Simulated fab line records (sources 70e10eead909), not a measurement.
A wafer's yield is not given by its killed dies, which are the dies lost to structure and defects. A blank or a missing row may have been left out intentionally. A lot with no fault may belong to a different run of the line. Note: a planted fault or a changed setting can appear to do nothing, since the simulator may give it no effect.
fab line records | flow nandHarc | part 1 of 2: steps 1 to 29 of 33
record: lots: 5 wafers: 15 lastDay: 25
route steps=1159 shown A_ONON_D1@434 A_CHANNEL_HOLE_D1@450
lots that met no fault: from a run of the same line without faults
startH: hours from the record's opening day to when the first of the lot's shown wafers began | waitH: time in hours since the lot's previous step | " unchanged from the row above | L1.1+2: a single row standing in for several wafers | - either no value or no given start | * or withheld: withheld | < > ~ a bound
route shown NAME@n: names a module that has steps shown in the file, with the first one's number in the route | usual: mean/standard deviation taken from wafers without a fault | same: alike in all rows | chamber/n: place in a boat | sites: each site's reading | _std_site: standard deviation of those values | _edge_site: the outer-site mean with the inner-site mean subtracted | radiusMm: for every site, how far away it sits from the centre of the wafer | mask NAME#n: copy n | behind: the tool/chamber that last shaped the wafer | hold: cause of the lot's hold/its duration in hours/its outcome | device: the n, p or np transistor that did not switch | end of line: the tests these same wafers got at the end of their route | a step given without rows: its recipe and nothing more | killed: at the first sort, the dies lost to defects and structure; wafer yield is something else | map: per-die view of a wafer (x killed, . not killed, _ where there is no die)
set.NAME: the setting as run; set.NAME@STEP: as run at that earlier step | model.NAME: the simulator's own value behind a step, which no gauge read
certain route steps with their lots: each step a table, each wafer a row
services: a tool's chamber out of use, with start hour (startH, from the record's first day; less than 0 if before it), hours out, and reason
== steps ==
step: NHARC_A_ONON_D1_ANNEAL_15
recipe: tempC: 750 timeS: 3600
usual: zonePowerLowerPct: 11.14/0.11
same: timeS: 3600
columns lot.wafer tool chamber startH waitH zonePowerLowerPct
L075.1 furnace-02 0 169.32 3.6 11.00
L075.3 " 0 " " 11.18
L075.6 " 0 " " 11.07
L080.2 furnace-02 0 202.63 2.9 10.98
L080.3 " 0 " " 11.29
L080.4 " 0 " " 11.16
L081.1 furnace-02 0 202.63 2.9 11.20
L081.3 " 0 " " 11.18
L081.6 " 0 " " 11.14
L085.2 furnace-02 0 225.59 4.9 11.08
L085.3 " 0 " " 11.07
L085.4 " 0 " " 11.10
L097.1 furnace-02 0 302.52 2.7 11.01
L097.3 " 0 " " 11.09
L097.6 " 0 " " 11.04
step: NHARC_A_ONON_D1_DEP_16
recipe: targetThkA: 10000 n2FlowSccm: 2750 n2oFlowSccm: 2000 nh3FlowSccm: 500 sih4FlowSccm: 210 tempC: 400
usual: n2oFlowSccm: 2001/5.7
columns lot.wafer tool chamber startH waitH n2oFlowSccm
L075.1 pecvdOnon-03 0 173.20 0.1 1997
L075.3 " 0 " " 2006
L075.6 " 0 " " 2001
L081.1 pecvdOnon-03 0 206.50 0.1 2003
L081.3 " 0 " " 2014
L081.6 " 0 " " 2012
L080.2 pecvdOnon-02 0 206.57 0.1 2001
L080.3 " 0 " " 2007
L080.4 " 0 " " 2004
L085.2 pecvdOnon-01 0 229.51 0.1 2002
L085.3 " 0 " " 1997
L085.4 " 0 " " 2002
L097.1 pecvdOnon-02 0 316.20 0.1 2008
L097.3 " 0 " " 2012
L097.6 " 0 " " 2012
step: NHARC_A_ONON_D1_THK_MEAS_18
recipe: thkMeasGauge: ellipsometry
usual: thkNm: 1001/11
columns lot.wafer tool chamber startH waitH thkNm
L075.1 filmMetro-01 - 173.70 - 998
L075.3 " - " " 999
L075.6 " - " " 998
L081.1 filmMetro-01 - 207.02 - 1011
L081.3 " - " " 1011
L081.6 " - " " 1014
L080.2 filmMetro-01 - 207.03 - 1004
L080.3 " - " " 1003
L080.4 " - " " 1004
L085.2 filmMetro-01 - 229.96 - 993
L085.3 " - " " 993
L085.4 " - " " 994
L097.1 filmMetro-01 - 316.72 - 1015
L097.3 " - " " 1016
L097.6 " - " " 1016
step: NHARC_A_ONON_D1_DEP_19
recipe: targetThkA: 10000 n2FlowSccm: 2750 n2oFlowSccm: 2000 nh3FlowSccm: 500 sih4FlowSccm: 210 tempC: 400
usual: n2oFlowSccm: 2001/5.9
columns lot.wafer tool chamber startH waitH n2oFlowSccm
L075.1 pecvdOnon-03 0 173.76 0.1 2008
L075.3 " 0 " " 2003
L075.6 " 0 " " 2013
L081.1 pecvdOnon-03 0 207.08 0.1 1995
L081.3 " 0 " " 1997
L081.6 " 0 " " 1999
L080.2 pecvdOnon-02 0 207.14 0.1 2008
L080.3 " 0 " " 2006
L080.4 " 0 " " 2007
L085.2 pecvdOnon-03 0 230.08 0.1 1999
L085.3 " 0 " " 2003
L085.4 " 0 " " 1996
L097.1 pecvdOnon-02 0 316.79 0.1 1994
L097.3 " 0 " " 1992
L097.6 " 0 " " 1996
step: NHARC_A_ONON_D1_THK_MEAS_21
recipe: thkMeasGauge: ellipsometry
usual: thkNm: 997/9.9
columns lot.wafer tool chamber startH waitH thkNm
L075.1 filmMetro-01 - 174.27 - 996
L075.3 " - " " 997
L075.6 " - " " 995
L081.1 filmMetro-01 - 207.59 - 989
L081.3 " - " " 990
L081.6 " - " " 988
L080.2 filmMetro-01 - 207.59 - 1006
L080.3 " - " " 1009
L080.4 " - " " 1007
L085.2 filmMetro-01 - 230.53 - 1001
L085.3 " - " " 1002
L085.4 " - " " 1004
L097.1 filmMetro-01 - 317.30 - 974
L097.3 " - " " 974
L097.6 " - " " 975
step: NHARC_A_ONON_D1_DEP_22
recipe: targetThkA: 10000 n2FlowSccm: 2750 n2oFlowSccm: 2000 nh3FlowSccm: 500 sih4FlowSccm: 210 tempC: 400
usual: n2oFlowSccm: 2002/5.7
columns lot.wafer tool chamber startH waitH n2oFlowSccm
L075.1 pecvdOnon-03 0 174.33 0.1 2009
L075.3 " 0 " " 1997
L075.6 " 0 " " 2003
L081.1 pecvdOnon-03 0 207.64 0.1 1987
L081.3 " 0 " " 1989
L081.6 " 0 " " 1993
L080.2 pecvdOnon-02 0 207.71 0.1 2000
L080.3 " 0 " " 2002
L080.4 " 0 " " 1997
L085.2 pecvdOnon-02 0 230.65 0.1 1999
L085.3 " 0 " " 1998
L085.4 " 0 " " 1996
L097.1 pecvdOnon-02 0 317.35 0.1 2005
L097.3 " 0 " " 2006
L097.6 " 0 " " 2014
step: NHARC_A_ONON_D1_THK_MEAS_24
recipe: thkMeasGauge: ellipsometry
usual: thkNm: 1002/11
columns lot.wafer tool chamber startH waitH thkNm
L075.1 filmMetro-01 - 174.84 - 999
L075.3 " - " " 999
L075.6 " - " " 997
L081.1 filmMetro-01 - 208.15 - 1013
L081.3 " - " " 1014
L081.6 " - " " 1016
L080.2 filmMetro-01 - 208.17 - 1028
L080.3 " - " " 1029
L080.4 " - " " 1029
L085.2 filmMetro-01 - 231.10 - 1010
L085.3 " - " " 1009
L085.4 " - " " 1009
L097.1 filmMetro-01 - 317.87 - 1002
L097.3 " - " " 1000
L097.6 " - " " 1001
step: NHARC_A_ONON_D1_DEP_25
recipe: targetThkA: 10000 n2FlowSccm: 2750 n2oFlowSccm: 2000 nh3FlowSccm: 500 sih4FlowSccm: 210 tempC: 400
usual: n2oFlowSccm: 1999/6
columns lot.wafer tool chamber startH waitH n2oFlowSccm
L075.1 pecvdOnon-03 0 174.89 0.1 2000
L075.3 " 0 " " 1998
L075.6 " 0 " " 1994
L081.1 pecvdOnon-03 0 208.21 0.1 1986
L081.3 " 0 " " 1997
L081.6 " 0 " " 1992
L080.2 pecvdOnon-02 0 208.28 0.1 1999
L080.3 " 0 " " 2001
L080.4 " 0 " " 1999
L085.2 pecvdOnon-01 0 231.21 0.1 1999
L085.3 " 0 " " 2006
L085.4 " 0 " " 2005
L097.1 pecvdOnon-02 0 317.93 0.1 1988
L097.3 " 0 " " 2002
L097.6 " 0 " " 1991
step: NHARC_A_ONON_D1_THK_MEAS_27
recipe: thkMeasGauge: ellipsometry
usual: thkNm: 996/7.7
columns lot.wafer tool chamber startH waitH thkNm
L075.1 filmMetro-01 - 175.40 - 990
L075.3 " - " " 991
L075.6 " - " " 991
L081.1 filmMetro-01 - 208.72 - 1001
L081.3 " - " " 1001
L081.6 " - " " 1001
L080.2 filmMetro-01 - 208.74 - 991
L080.3 " - " " 991
L080.4 " - " " 992
L085.2 filmMetro-01 - 231.67 - 1018
L085.3 " - " " 1021
L085.4 " - " " 1020
L097.1 filmMetro-01 - 318.44 - 1001
L097.3 " - " " 1000
L097.6 " - " " 999
step: NHARC_A_ONON_D1_DEP_28
recipe: targetThkA: 10000 n2FlowSccm: 2750 n2oFlowSccm: 2000 nh3FlowSccm: 500 sih4FlowSccm: 210 tempC: 400
usual: n2oFlowSccm: 2000/5.9
columns lot.wafer tool chamber startH waitH n2oFlowSccm
L075.1 pecvdOnon-01 0 175.45 0.1 1999
L075.3 " 0 " " 2004
L075.6 " 0 " " 2002
L081.1 pecvdOnon-03 0 208.78 0.1 1991
L081.3 " 0 " " 1987
L081.6 " 0 " " 1994
L080.2 pecvdOnon-02 0 208.85 0.1 1994
L080.3 " 0 " " 2008
L080.4 " 0 " " 1993
L085.2 pecvdOnon-03 0 231.79 0.1 2003
L085.3 " 0 " " 2000
L085.4 " 0 " " 2002
L097.1 pecvdOnon-02 0 318.49 0.1 2009
L097.3 " 0 " " 1999
L097.6 " 0 " " 2003
step: NHARC_A_ONON_D1_THK_MEAS_30
recipe: thkMeasGauge: ellipsometry
usual: thkNm: 1000/9.3
columns lot.wafer tool chamber startH waitH thkNm
L075.1 filmMetro-01 - 175.96 - 996
L075.3 " - " " 997
L075.6 " - " " 997
L081.1 filmMetro-01 - 209.29 - 976
L081.3 " - " " 975
L081.6 " - " " 976
L080.2 filmMetro-01 - 209.32 - 1009
L080.3 " - " " 1007
L080.4 " - " " 1008
L085.2 filmMetro-01 - 232.24 - 981
L085.3 " - " " 982
L085.4 " - " " 980
L097.1 filmMetro-01 - 319.00 - 1001
L097.3 " - " " 1002
L097.6 " - " " 1001
step: NHARC_A_ONON_D1_DEP_33
recipe: targetThkA: 2000 tempC: 400 pressureTorr: 6.5 rfW: 900 teosFlowSccm: 161.4 flowSccm: 2650 targetThkNm: 200 gas: O2 material: SiO2
usual: heaterPowerOuterW: 316/64 heaterPowerW: 575/79 throttleValvePct: 16.2/0.51
columns lot.wafer tool chamber startH waitH heaterPowerOuterW heaterPowerW throttleValvePct
L075.1 pecvd-03 2 176.02 0.1 389 665 16.5
L075.3 " 0 " " 288 547 17.1
L075.6 " 2 " " 404 674 16.5
L081.1 pecvd-03 2 209.34 0.1 421 728 16.8
L081.3 " 1 " " 399 683 15.7
L081.6 " 0 " " 290 560 17.1
L080.2 pecvd-01 1 209.43 0.1 359 625 15.4
L080.3 " 2 " " 212 497 16.2
L080.4 " 2 " " 214 491 16.3
L085.2 pecvd-01 1 232.34 0.1 374 633 15.4
L085.3 " 2 " " 248 528 16.4
L085.4 " 0 " " 342 644 16.5
L097.3 pecvd-03 2 319.06 0.1 407 708 16.9
L097.1 " 0 " " 244 489 16.8
L097.6 " 2 " " 420 702 16.9
step: NHARC_A_ONON_D1_THK_MEAS_34
recipe: thkMeasGauge: ellipsometry
usual: thkNm: 200/3
columns lot.wafer tool chamber startH waitH thkNm
L075.1 filmMetro-01 - 176.43 - 200
L075.3 " - " " 197
L075.6 " - " " 202
L081.1 filmMetro-01 - 209.76 - 200
L081.3 " - " " 197
L081.6 " - " " 203
L080.2 filmMetro-01 - 209.80 - 193
L080.3 " - " " 200
L080.4 " - " " 200
L085.2 filmMetro-01 - 232.71 - 198
L085.3 " - " " 200
L085.4 " - " " 206
L097.1 filmMetro-01 - 319.47 - 200
L097.3 " - " " 197
L097.6 " - " " 200
step: NHARC_A_ONON_D1_INSPECT_32
usual: rawDefectCount: 67/22
columns lot.wafer tool chamber startH waitH rawDefectCount
L075.1 defectInspect-01 - 176.50 0.0 44
L075.3 " - " " 46
L075.6 " - " " 57
L081.1 defectInspect-01 - 209.83 0.0 76
L081.3 " - " " 55
L081.6 " - " " 48
L080.2 defectInspect-01 - 209.86 0.0 74
L080.3 " - " " 58
L080.4 " - " " 86
L085.2 defectInspect-01 - 232.77 0.0 135
L085.3 " - " " 64
L085.4 " - " " 93
L097.1 defectInspect-01 - 319.53 0.0 78
L097.3 " - " " 43
L097.6 " - " " 63
step: NHARC_A_CHANNEL_HOLE_D1_DEP_00
recipe: targetThkA: 31000 tempC: 400 material: aC
usual: throttleValvePct: 35.000/0.0096
columns lot.wafer tool chamber startH waitH throttleValvePct
L075.1 aclDep-03 0 181.04 4.5 35.010
L075.3 " 0 " " 34.996
L075.6 " 0 " " 35.011
L081.1 aclDep-01 0 209.89 0.1 34.988
L081.3 " 0 " " 35.013
L081.6 " 0 " " 35.004
L080.2 aclDep-02 0 210.38 0.5 35.016
L080.3 " 0 " " 35.003
L080.4 " 0 " " 34.980
L085.2 aclDep-01 0 237.44 4.7 35.000
L085.3 " 0 " " 34.997
L085.4 " 0 " " 35.007
L097.1 aclDep-02 0 320.65 1.1 34.991
L097.3 " 0 " " 34.990
L097.6 " 0 " " 35.011
step: NHARC_A_CHANNEL_HOLE_D1_DEP_01
recipe: targetThkA: 1400 targetThkNm: 140 tempC: 400 pressureTorr: 3.5 flowSccm: 200 rfW: 350 material: SiON
usual: heaterPowerOuterW: 443/81 heaterPowerW: 749/110
columns lot.wafer tool chamber startH waitH heaterPowerOuterW heaterPowerW
L075.1 pecvd-04 0 182.96 1.6 358 583
L075.3 " 1 " " 411 688
L075.6 " 2 " " 466 778
L081.1 pecvd-01 1 211.87 1.7 496 813
L081.3 " 2 " " 303 629
L081.6 " 0 " " 505 856
L080.3 pecvd-04 1 212.00 1.0 441 770
L080.2 " 0 " " 343 585
L080.4 " 0 " " 352 593
L085.2 pecvd-03 1 239.04 1.3 565 869
L085.3 " 2 " " 504 819
L085.4 " 0 " " 440 760
L097.1 pecvd-03 2 322.65 1.7 546 860
L097.3 " 0 " " 368 649
L097.6 " 1 " " 539 893
step: NHARC_A_CHANNEL_HOLE_D1_DEHYDRATE_02
recipe: tempC: 150 timeS: 120
usual: plateTempC: 150.01/0.13
same: timeS: 120
columns lot.wafer tool chamber startH waitH plateTempC
L075.1 lithoTrack-04 0 183.23 0.2 149.98
L075.3 " 0 " " 150.05
L075.6 " 0 " " 149.91
L081.1 lithoTrack-06 0 212.11 0.2 149.97
L081.3 " 0 " " 149.97
L081.6 " 0 " " 149.60
L080.2 lithoTrack-01 0 212.27 0.2 150.05
L080.3 " 0 " " 150.21
L080.4 " 0 " " 149.95
L085.2 lithoTrack-04 0 239.31 0.2 150.00
L085.3 " 0 " " 150.10
L085.4 " 0 " " 150.09
L097.1 lithoTrack-01 0 322.89 0.2 150.18
L097.3 " 0 " " 150.08
L097.6 " 0 " " 150.04
step: NHARC_A_CHANNEL_HOLE_D1_HMDS_03
recipe: timeS: 30
same: timeS: 30
columns lot.wafer tool chamber startH waitH
L075.1+3+6 lithoTrack-04 0 - -
L081.1+3+6 lithoTrack-06 0 - -
L080.2+3+4 lithoTrack-01 0 - -
L085.2+3+4 lithoTrack-04 0 - -
L097.1+3+6 lithoTrack-01 0 - -
step: NHARC_A_CHANNEL_HOLE_D1_COAT_36
recipe: tempC: 260 timeS: 75
usual: plateTempC: 260.01/0.17
same: timeS: 75
columns lot.wafer tool chamber startH waitH plateTempC
L075.1 lithoTrack-04 0 - - 260.00
L075.3 " 0 " " 259.82
L075.6 " 0 " " 259.92
L081.1 lithoTrack-06 0 - - 260.18
L081.3 " 0 " " 260.13
L081.6 " 0 " " 260.35
L080.2 lithoTrack-01 0 - - 260.32
L080.3 " 0 " " 260.16
L080.4 " 0 " " 260.48
L085.2 lithoTrack-04 0 - - 260.09
L085.3 " 0 " " 260.28
L085.4 " 0 " " 259.98
L097.1 lithoTrack-01 0 - - 259.93
L097.3 " 0 " " 260.11
L097.6 " 0 " " 259.96
step: NHARC_A_CHANNEL_HOLE_D1_COAT_37
recipe: tempC: 225 timeS: 65
usual: plateTempC: 225.00/0.16
same: timeS: 65
columns lot.wafer tool chamber startH waitH plateTempC
L075.1 lithoTrack-04 0 - - 224.99
L075.3 " 0 " " 225.10
L075.6 " 0 " " 225.03
L081.1 lithoTrack-06 0 - - 225.07
L081.3 " 0 " " 224.82
L081.6 " 0 " " 225.16
L080.2 lithoTrack-01 0 - - 225.00
L080.3 " 0 " " 224.98
L080.4 " 0 " " 224.98
L085.2 lithoTrack-04 0 - - 225.01
L085.3 " 0 " " 224.81
L085.4 " 0 " " 224.54
L097.1 lithoTrack-01 0 - - 225.21
L097.3 " 0 " " 224.96
L097.6 " 0 " " 224.91
step: NHARC_A_CHANNEL_HOLE_D1_COAT_04
recipe: spinRpm: 1500 resistThkNm: 90
columns lot.wafer tool chamber startH waitH
L075.1+3+6 lithoTrack-04 0 - -
L081.1+3+6 lithoTrack-06 0 - -
L080.2+3+4 lithoTrack-01 0 - -
L085.2+3+4 lithoTrack-04 0 - -
L097.1+3+6 lithoTrack-01 0 - -
step: NHARC_A_CHANNEL_HOLE_D1_SOFTBAKE_05
recipe: tempC: 105 timeS: 55
usual: plateTempC: 104.99/0.12
same: timeS: 55
columns lot.wafer tool chamber startH waitH plateTempC
L075.1 lithoTrack-04 0 - - 105.14
L075.3 " 0 " " 104.93
L075.6 " 0 " " 105.03
L081.1 lithoTrack-06 0 - - 104.99
L081.3 " 0 " " 104.90
L081.6 " 0 " " 105.12
L080.2 lithoTrack-01 0 - - 104.85
L080.3 " 0 " " 104.87
L080.4 " 0 " " 104.91
L085.2 lithoTrack-04 0 - - 105.00
L085.3 " 0 " " 105.13
L085.4 " 0 " " 105.26
L097.1 lithoTrack-01 0 - - 105.18
L097.3 " 0 " " 104.99
L097.6 " 0 " " 105.22
step: NHARC_A_CHANNEL_HOLE_D1_EBR_06
columns lot.wafer tool chamber startH waitH
L075.1+3+6 lithoTrack-04 0 - -
L081.1+3+6 lithoTrack-06 0 - -
L080.2+3+4 lithoTrack-01 0 - -
L085.2+3+4 lithoTrack-04 0 - -
L097.1+3+6 lithoTrack-01 0 - -
step: NHARC_A_CHANNEL_HOLE_D1_EXPOSE_07
recipe: na: 1.35 targetCdNm: 100 sigmaOuter: 0.3 doseMj: 59.65 maskId: HOLE_D1
columns lot.wafer tool chamber startH waitH mask
L075.1+3+6 arfiScanner-02 0 183.54 - HOLE_D1#0
L081.1+3+6 arfiScanner-03 0 212.42 - HOLE_D1#0
L080.2+3+4 arfiScanner-01 0 212.58 - HOLE_D1#0
L085.2+3+4 arfiScanner-01 0 239.63 - HOLE_D1#0
L097.1+3+6 arfiScanner-01 0 323.08 - HOLE_D1#0
step: NHARC_A_CHANNEL_HOLE_D1_PEB_08
recipe: pebTempC: 100 pebTimeS: 65
usual: plateTempC: 100.00/0.13
columns lot.wafer tool chamber startH waitH plateTempC
L075.1 lithoTrack-06 0 183.60 0.1 100.04
L075.3 " 0 " " 99.99
L075.6 " 0 " " 99.92
L081.1 lithoTrack-04 0 212.48 0.1 99.99
L081.3 " 0 " " 100.05
L081.6 " 0 " " 100.18
L080.2 lithoTrack-04 0 212.65 0.1 100.14
L080.3 " 0 " " 99.84
L080.4 " 0 " " 99.82
L085.2 lithoTrack-06 0 239.69 0.1 100.07
L085.3 " 0 " " 99.94
L085.4 " 0 " " 100.12
L097.1 lithoTrack-04 0 323.14 0.1 100.05
L097.3 " 0 " " 100.00
L097.6 " 0 " " 100.07
step: NHARC_A_CHANNEL_HOLE_D1_DEVELOP_09
recipe: developTimeS: 35 devTempC: 23
columns lot.wafer tool chamber startH waitH
L075.1+3+6 lithoTrack-06 0 - -
L081.1+3+6 lithoTrack-04 0 - -
L080.2+3+4 lithoTrack-04 0 - -
L085.2+3+4 lithoTrack-06 0 - -
L097.1+3+6 lithoTrack-04 0 - -
step: NHARC_A_CHANNEL_HOLE_D1_CD_MEAS_10
recipe: targetCdNm: 100 landingEnergyEv: 500
usual: cdNm: 100.0/0.54
columns lot.wafer tool chamber startH waitH cdNm
L075.1 cdSem-03 0 183.68 - 100.8
L075.3 " 0 " " 100.2
L075.6 " 0 " " 98.8
L081.1 cdSem-01 0 212.56 - 100.2
L081.3 " 0 " " 100.2
L081.6 " 0 " " 99.9
L080.2 cdSem-01 0 212.73 - 99.7
L080.3 " 0 " " 99.5
L080.4 " 0 " " 99.9
L085.2 cdSem-01 0 239.77 - 99.5
L085.3 " 0 " " 99.2
L085.4 " 0 " " 100.7
L097.1 cdSem-02 0 323.22 - 99.6
L097.3 " 0 " " 100.4
L097.6 " 0 " " 99.5
step: NHARC_A_CHANNEL_HOLE_D1_OVL_MEAS_11
usual: overlayXNm: -0.2/0.78 overlayYNm: -0.1/0.64
columns lot.wafer tool chamber startH waitH overlayXNm overlayYNm
L075.1 overlay-01 - 183.77 - -0.2 -0.8
L075.3 " - " " -0.6 0.0
L075.6 " - " " 0.0 -0.2
L081.1 overlay-01 - 212.65 - 1.0 0.1
L081.3 " - " " 0.8 0.2
L081.6 " - " " 0.9 0.0
L080.2 overlay-01 - 212.81 - 0.9 -1.3
L080.3 " - " " 0.6 -0.7
L080.4 " - " " 0.2 -1.0
L085.2 overlay-01 - 239.85 - 1.1 0.1
L085.3 " - " " 1.0 -0.6
L085.4 " - " " 1.1 -0.5
L097.1 overlay-01 - 323.30 - 0.1 1.4
L097.3 " - " " -0.2 1.4
L097.6 " - " " 0.1 1.3
step: NHARC_A_CHANNEL_HOLE_D1_INSPECT_12
usual: rawDefectCount: 4.8/2.4
columns lot.wafer tool chamber startH waitH rawDefectCount
L075.1 defectInspect-02 - 183.80 0.0 3
L075.3 " - " " 2
L075.6 " - " " 3
L081.1 defectInspect-02 - 212.69 0.0 7
L081.3 " - " " 4
L081.6 " - " " 3
L080.2 defectInspect-01 - 212.85 0.0 6
L080.3 " - " " 0
L080.4 " - " " 6
L085.2 defectInspect-01 - 239.90 0.0 3
L085.3 " - " " 2
L085.4 " - " " 8
L097.1 defectInspect-02 - 323.34 0.0 1
L097.3 " - " " 4
L097.6 " - " " 12
